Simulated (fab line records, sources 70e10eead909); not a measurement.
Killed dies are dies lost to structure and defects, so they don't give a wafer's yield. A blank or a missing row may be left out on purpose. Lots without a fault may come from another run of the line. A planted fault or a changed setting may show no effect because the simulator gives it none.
Chamber matching | flow nand_harc | NHARC_A_DECK1_JOINT_DEP_16 on pecvd-01: 3 sister chambers
The step deposits SiO2, target thk 45 nm. 5 wafers are shown with their chamber, then 7 later ones without.

WAFERS WITH THEIR CHAMBER
wafer  | chamber | throttle_valve_pct (%) | heater_power_w (W)
L202.5 | 2       | 15.6                   | 460
L206.2 | 0       | 15.0                   | 551
L206.6 | 1       | 16.3                   | 495
L208.4 | 0       | 14.8                   | 524
L208.5 | 1       | 16.3                   | 602

WAFERS WITHOUT THEIR CHAMBER
wafer  | throttle_valve_pct (%) | heater_power_w (W)
L208.6 | 15.8                   | 422
L216.2 | 14.8                   | 597
L216.4 | 14.8                   | 595
L216.5 | 16.5                   | 619
L217.2 | 16.3                   | 558
L217.4 | 15.1                   | 536
L217.6 | 15.9                   | 414

WHICH CHAMBER EACH WENT THROUGH
wafer  | from the rows above     | in truth
L208.6 | 2                       | 2
L216.2 | 0                       | 0
L216.4 | 0                       | 0
L216.5 | 1                       | 1
L217.2 | 1                       | 1
L217.4 | 0                       | 0
L217.6 | can't be placed: 2 or 1 | 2
Placed correctly: 6 of 7. Can't be placed from these rows: 1 (the true chamber is among the candidates in 1). Placed wrongly: 0.
How it was worked out, from the rows above alone: a wafer's distance from a chamber is the root of the sum, over the readings, of the square of ((its reading less the chamber's mean) divided by the reading's scatter). The wafer belongs to the nearest chamber; if the next one is less than 2 further off, it can't be placed. A chamber's mean is the mean of its shown wafers. The scatter: the root of (the sum of the squares of (reading less its chamber's mean) over the shown wafers, divided by (wafers less chambers)).
